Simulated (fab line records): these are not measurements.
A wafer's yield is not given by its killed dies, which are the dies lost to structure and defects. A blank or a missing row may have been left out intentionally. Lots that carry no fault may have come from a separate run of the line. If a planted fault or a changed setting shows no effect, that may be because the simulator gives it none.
Which tool did it? | flow nandHarc | 11 lots, 33 wafers sampled, at 5 steps of a route of 1159

WHAT THE GAUGES READ, wafer by wafer
NHARC_P_CONTACT_CD_MEAS_12: the cd target is 90 nm. Usual: cdNm reads 90.2 nm (standard deviation 0.49).
lot  | measured     | on       | cdNm (nm)      | flag
L909 | day 5 10:53  | cdSem-03 | 90.2 90.2 90.5 | 
L910 | day 5 17:52  | cdSem-01 | 89.8 89.9 89.7 | 
L912 | day 6 05:26  | cdSem-02 | 91.0 90.0 91.2 | 
L911 | day 6 05:58  | cdSem-03 | 89.2 89.5 89.7 | 
L913 | day 6 16:05  | cdSem-01 | 89.9 89.9 89.7 | 
L914 | day 6 16:38  | cdSem-02 | 89.6 90.0 89.7 | 
L915 | day 7 08:51  | cdSem-03 | 90.6 90.0 90.3 | 
L920 | day 8 19:11  | cdSem-02 | 90.5 90.5 90.0 | 
L923 | day 9 03:21  | cdSem-03 | 90.7 90.0 90.4 | 
L930 | day 10 15:11 | cdSem-02 | 90.1 90.4 89.8 | 
L931 | day 11 01:01 | cdSem-03 | 90.0 90.2 90.4 | 

NHARC_END_SORT_01. Usual: killedAtArray 31, standard deviation 12; killedAtOther 0.6, standard deviation 0.85; killedAtPeriphery 3.0, standard deviation 2.3; killedDies 35, standard deviation 12; killedOpen 3.2, standard deviation 1.9; killedShort 1.8, standard deviation 1.4.
lot  | measured     | on        | killedAtArray | killedAtOther | killedAtPeriphery | killedDies | killedOpen | killedShort | flag
L909 | day 19 05:39 | prober-01 | 18 20 24      | 0 1 1         | 1 0 2             | 19 21 27   | 5 3 3      | 1 0 2       | 
L920 | day 22 13:14 | prober-02 | 55 48 42      | 0 0 0         | 3 5 5             | 58 53 47   | 4 3 4      | 3 1 4       | 
L923 | day 23 15:14 | prober-01 | 32 32 32      | 0 0 0         | 1 0 2             | 33 32 34   | 5 2 3      | 1 0 1       | 

EACH LOT AND THE TOOL THAT RAN IT (in order: tool; ch and the chambers of the sampled wafers; start)
lot  | NHARC_P_CONTACT_DESCUM_17         | NHARC_P_CONTACT_ETCH_35           | NHARC_P_CONTACT_PVD_32
L909 | rieDiel-03 ch 1,2, day 5 11:06    | rieDiel-03 ch 1,2,3, day 5 11:11  | pvdSputter-01, day 19 05:39 or earlier
L910 | rieDiel-03 ch 0,1,2, day 5 18:03  | rieDiel-03 ch 1,2,3, day 5 18:08  | pvdSputter-01, no start
L912 | rieDiel-12 ch 1,2,3, day 6 05:39  | rieDiel-12 ch 1,2, day 6 05:43    | pvdSputter-03, no start
L911 | rieDiel-03 ch 1,2, day 6 06:09    | rieDiel-03 ch 2,3, day 6 06:14    | pvdSputter-02, no start
L913 | rieDiel-03 ch 0,1,3, day 6 16:16  | rieDiel-03 ch 2,3, day 6 16:21    | pvdSputter-01, no start
L914 | rieDiel-12 ch 0,2,3, day 6 16:49  | rieDiel-12 ch 1,2,3, day 6 16:54  | pvdSputter-03, no start
L915 | rieDiel-03 ch 0,2,3, day 7 09:04  | rieDiel-03 ch 0,1,3, day 7 09:09  | pvdSputter-03, no start
L920 | rieDiel-12 ch 1,3, day 8 19:22    | rieDiel-12 ch 0,3, day 8 19:27    | pvdSputter-01, day 22 13:14 or earlier
L923 | rieDiel-03 ch 0,1,3, day 9 03:32  | rieDiel-03 ch 0,2,3, day 9 03:37  | pvdSputter-03, day 23 15:14 or earlier
L930 | rieDiel-12 ch 2,3, day 10 15:23   | rieDiel-12 ch 0,3, day 10 15:28   | pvdSputter-01, no start
L931 | rieDiel-12 ch 0,1,2, day 11 01:12 | rieDiel-12 ch 0,1,2, day 11 01:18 | pvdSputter-01, no start
- NHARC_P_CONTACT_DESCUM_17: chemistry O2, time 3 s.
- NHARC_P_CONTACT_ETCH_35: etches the open film in CF4, target depth 39 nm, time 65 s.
- NHARC_P_CONTACT_PVD_32: deposits Ti, target thk 5 nm, time 17.7 s.

AS READ BY THE TOOLS THEMSELVES (means over the sampled wafers that have a number; for cases with no such wafer, the mark the record gives instead)
NHARC_P_CONTACT_DESCUM_17. Usual: drypumpMotorCurrentA 5.4 A, standard deviation 0.52; o2FlowSccm 200.0 sccm, standard deviation 0.64; oesProductAu 1.000 a.u., standard deviation 0.0069; rfVppV 57.6 V, standard deviation 0.98; showerheadPlenumPTorr 1.88 Torr, standard deviation 0.088; throttleValvePct 11.311 %, standard deviation 0.0089.
lot  | tool       | drypumpMotorCurrentA (A) | o2FlowSccm (sccm) | oesProductAu (a.u.) | rfVppV (V) | showerheadPlenumPTorr (Torr) | throttleValvePct (%) | flag
L909 | rieDiel-03 | 5.4                      | 201.0             | 1.003               | 57.2       | 1.83                         | 11.308               | 
L910 | rieDiel-03 | 5.1                      | 199.9             | 1.003               | 57.0       | 1.90                         | 11.310               | 
L912 | rieDiel-12 | 5.8                      | 199.2             | 0.991               | 57.9       | 1.92                         | 11.306               | 
L911 | rieDiel-03 | 5.4                      | 200.3             | 1.006               | 58.0       | 1.83                         | 11.323               | 
L913 | rieDiel-03 | 5.0                      | 199.7             | 0.997               | 57.5       | 1.90                         | 11.312               | 
L914 | rieDiel-12 | 5.8                      | 199.9             | 1.000               | 58.0       | 1.89                         | 11.308               | 
L915 | rieDiel-03 | 5.4                      | 200.0             | 0.998               | 57.6       | 1.85                         | 11.307               | 
L920 | rieDiel-12 | 5.7                      | 199.9             | 0.994               | 58.0       | 1.94                         | 11.310               | 
L923 | rieDiel-03 | 5.0                      | 199.9             | 0.990               | 58.1       | 1.89                         | 11.305               | 
L930 | rieDiel-12 | 6.1                      | 200.1             | 0.997               | 57.2       | 1.84                         | 11.308               | 
L931 | rieDiel-12 | 5.4                      | 199.9             | 1.002               | 58.1       | 1.96                         | 11.312               | 

NHARC_P_CONTACT_ETCH_35. Usual: drypumpMotorCurrentA 5.4 A, standard deviation 0.51; oesProductAu 1.000 a.u., standard deviation 0.0067; rfVppV 150.9 V, standard deviation 1.2; runLengthS 86.1 s, standard deviation 0.48; showerheadPlenumPTorr 1.74 Torr, standard deviation 0.076; throttleValvePct 13.283 %, standard deviation 0.0084.
lot  | tool       | drypumpMotorCurrentA (A) | oesProductAu (a.u.) | rfVppV (V) | runLengthS (s) | showerheadPlenumPTorr (Torr) | throttleValvePct (%) | flag
L909 | rieDiel-03 | 5.3                      | 1.005               | 150.3      | 85.8           | 1.70                         | 13.289               | 
L910 | rieDiel-03 | 5.3                      | 1.005               | 150.1      | 85.9           | 1.70                         | 13.285               | 
L912 | rieDiel-12 | 5.5                      | 0.988               | 152.5      | 86.3           | 1.83                         | 13.285               | 
L911 | rieDiel-03 | 5.6                      | 1.003               | 148.8      | 86.2           | 1.66                         | 13.287               | 
L913 | rieDiel-03 | 5.7                      | 1.007               | 150.3      | 86.3           | 1.66                         | 13.284               | 
L914 | rieDiel-12 | 5.8                      | 0.991               | 150.9      | 86.3           | 1.77                         | 13.281               | 
L915 | rieDiel-03 | 5.0                      | 1.000               | 151.8      | 86.2           | 1.76                         | 13.281               | 
L920 | rieDiel-12 | 5.7                      | 0.998               | 150.4      | 86.3           | 1.73                         | 13.281               | 
L923 | rieDiel-03 | 5.4                      | 1.005               | 150.4      | 81.5           | 1.71                         | 13.280               | OFF
L930 | rieDiel-12 | 6.1                      | 0.994               | 150.1      | 86.4           | 1.70                         | 13.285               | 
L931 | rieDiel-12 | 5.5                      | 0.996               | 151.4      | 86.0           | 1.81                         | 13.278               | 

NHARC_P_CONTACT_PVD_32. Usual: cathodeDcPowerW 5000.0 W, standard deviation 0.86; throttleValvePct 30.3 %, standard deviation 0.85.
lot  | tool          | cathodeDcPowerW (W) | throttleValvePct (%) | flag
L909 | pvdSputter-01 | 4999.9              | 30.7                 | 
L910 | pvdSputter-01 | 5000.2              | 31.0                 | 
L912 | pvdSputter-03 | 5001.1              | 30.4                 | 
L911 | pvdSputter-02 | 5000.0              | 29.8                 | 
L913 | pvdSputter-01 | 5000.6              | 30.9                 | 
L914 | pvdSputter-03 | 4999.9              | 30.5                 | 
L915 | pvdSputter-03 | 5000.3              | 30.5                 | 
L920 | pvdSputter-01 | 5000.4              | 30.8                 | 
L923 | pvdSputter-03 | 4999.5              | 30.5                 | 
L930 | pvdSputter-01 | 5000.0              | 30.2                 | 
L931 | pvdSputter-01 | 5000.1              | 30.9                 | 

THE ANSWER, worked out from the rows above alone
Rule: a lot counts as off when the mean over its wafers that have a number is more than 3 standard deviations away from the usual mean. Also off: a lot with no number at a reading for which 4 or more lots have one. The other lots that the step has rows for count as sound. Order of review: gauges by route order, followed by the tools' own readings, for which a lot's mean as printed above is used. At the first step where some lot is off, the reading lying furthest off is the one used; lots without a number count as furthest.
Off, at NHARC_P_CONTACT_ETCH_35 on runLengthS: L923.
If a tool, at that step or one of the process steps before it, ran each lot that is off and ran no sound lot following the first of them, it fits. One fits: NHARC_P_CONTACT_DESCUM_17 and NHARC_P_CONTACT_ETCH_35 on rieDiel-03. At NHARC_P_CONTACT_DESCUM_17 its last sound lot is L915 (day 7 09:04), its first lot that is off L923 (day 9 03:32): a fault that began between those two fits.

WHAT THE SIMULATOR HAD INSERTED
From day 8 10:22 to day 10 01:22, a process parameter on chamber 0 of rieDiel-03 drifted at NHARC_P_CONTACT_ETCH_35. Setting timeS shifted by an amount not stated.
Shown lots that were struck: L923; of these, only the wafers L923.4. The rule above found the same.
